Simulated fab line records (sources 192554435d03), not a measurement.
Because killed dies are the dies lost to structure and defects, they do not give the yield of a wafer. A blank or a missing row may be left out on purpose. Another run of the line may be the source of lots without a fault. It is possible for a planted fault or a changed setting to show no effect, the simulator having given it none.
A struck lot beside a sound one :: flow n5Finfet :: 37 out of 1938 route steps
Sound: the wafers L825.2, L825.4, L825.6. Wafers struck: L829.1, L829.3, L829.5. The cause is named last.
Each step with rows lists, per side, the tool, then ch with its chambers, then its first start. Under that, the readings that differ: sound wafers :: struck wafers :: difference of the means :: sigmas: that difference in standard deviations of wafers without a fault.
alike: a reading whose means differ by less than 2 such deviations, as well as words and numbers matching on both sides. not compared: withheld readings; readings where some wafer has no value; bounds like >300 that might hide an equal value; numbers whose values overlap and for which the record gives no deviation.
The two part at a step that has a row with sigmas, a row that says differs or no value, or rows on one side only. When numbers do not overlap yet have no deviation, they are printed without sigmas and do not part them. A reading that every wafer of one side lacks parts them only if that side has two wafers or more.

first, 12 steps without rows for these wafers: N5_SDB_DESCUM_16 (chemistry O2, time 7.9 s); N5_SDB_ETCH_17 (etches SiARC in CF4, target depth 23.4 nm, time 39 s); N5_SDB_ETCH_18 (etches SOC in N2/H2, target depth 100 nm, overetch 20 nm, time 150 s); N5_SDB_STRIP_19 (strips in N2/H2); N5_SDB_STRIP_21 (strips in CF4); N5_SDB_HM_OPEN_20 (chemistry CH3F/O2, target SiNx, stops on poly-Si, target depth 24 nm); N5_SDB_STRIP_22 (strips in N2/H2); N5_SDB_PRECLEAN_23 (cleans in dHF, time 30 s); N5_SDB_DUMMY_REMOVE_24 (chemistry TMAH, target poly-Si, stops on SiO2, target depth 142 nm, time 57 s, rinse time 30 s); N5_SDB_ETCH_25 (etches SiO2 in C4F6/O2, target depth 10 nm, time 3.3 s); N5_SDB_CUT_ETCH_26 (etches Si in HBr/Cl2/O2, target depth 129.6 nm, bt time 20 s, time 51.8 s); N5_SDB_PRECLEAN_38 (cleans in dHF, time 10 s).
N5_SDB_PRECLEAN_39: cleans in O3/DIW, time 45 s.
  sound on wetBench-01 ch 0,1,2, day 6 22:35; struck on wetBench-02 ch 3,4,5, day 7 18:03
then, 23 steps without rows for these wafers: N5_SDB_SRD_28 (time 30 s); N5_SDB_ALD_29 (deposits SiNx, target thk 30 nm, pulse time 1 s, ald cycles 600); N5_SDB_CMP_30 (polishes, stops on poly-Si, t overpolish 1.54 s, target thk 30 nm); N5_DUMMY_REMOVAL_HM_STRIP_01 (strips SiNx in CH3F/O2, stops on poly-Si, target depth 4 nm, time 6.8 s); N5_DUMMY_REMOVAL_STRIP_10 (strips in N2/H2, time 40 s); N5_DUMMY_REMOVAL_PRECLEAN_07 (cleans in dHF, time 30 s); N5_DUMMY_REMOVAL_DUMMY_REMOVE_02 (chemistry TMAH, target poly-Si, stops on SiO2, target depth 142 nm, time 57 s, rinse time 30 s); N5_DUMMY_REMOVAL_PRECLEAN_08 (cleans in NF3:NH3, afs cycles 2, time 20 s, sublimation time 60 s); N5_DUMMY_REMOVAL_PRECLEAN_04 (cleans in DHF, time 37 s); N5_DUMMY_REMOVAL_SRD_05 (time 30 s); N5_HKMG_FIN_IL_REGROW_00 (material SiO2, chemistry O3, target thk 0.75 nm, time 30 s); N5_HKMG_FIN_HK_ALD_01 (deposits HfO2, target thk 1.6 nm, pulse time 3 s, purge time 3 s); N5_HKMG_FIN_HK_ANNEAL_02 (time 30 s); N5_HKMG_FIN_ALD_74 (deposits La2O3, target thk 0.5 nm, pulse time 6 s, co reactant pulse time 1 s); N5_HKMG_FIN_ALD_75 (deposits Al2O3, target thk 1 nm, co reactant pulse time 1 s); N5_HKMG_FIN_COAT_41 (time 60 s, resist thk 300 nm); N5_HKMG_FIN_COAT_42 (time 60 s, resist thk 35 nm); N5_HKMG_FIN_COAT_43 (resist thk 90 nm); N5_HKMG_FIN_EBR_45; N5_HKMG_FIN_SOFTBAKE_44 (time 60 s); N5_HKMG_FIN_EXPOSE_46 (exposes mask NDIPOLE); N5_HKMG_FIN_PEB_47 (peb time 60 s); N5_HKMG_FIN_DEVELOP_48 (develop time 30 s).
-- here the record skips 9 days between the struck wafers' starts before and after, leaving off in module HKMG_FIN and picking up in module PASSIVATION (first step shown: number 1936 of the route) --
N5_PASSIVATION_PROBE_49:
  rows exist in the record for the struck wafers here (prober-01, day 16 10:10), but not for the sound ones

WHERE THEY PART
N5_PASSIVATION_PROBE_49 only, going by this record.

WHY: what the simulator had put in
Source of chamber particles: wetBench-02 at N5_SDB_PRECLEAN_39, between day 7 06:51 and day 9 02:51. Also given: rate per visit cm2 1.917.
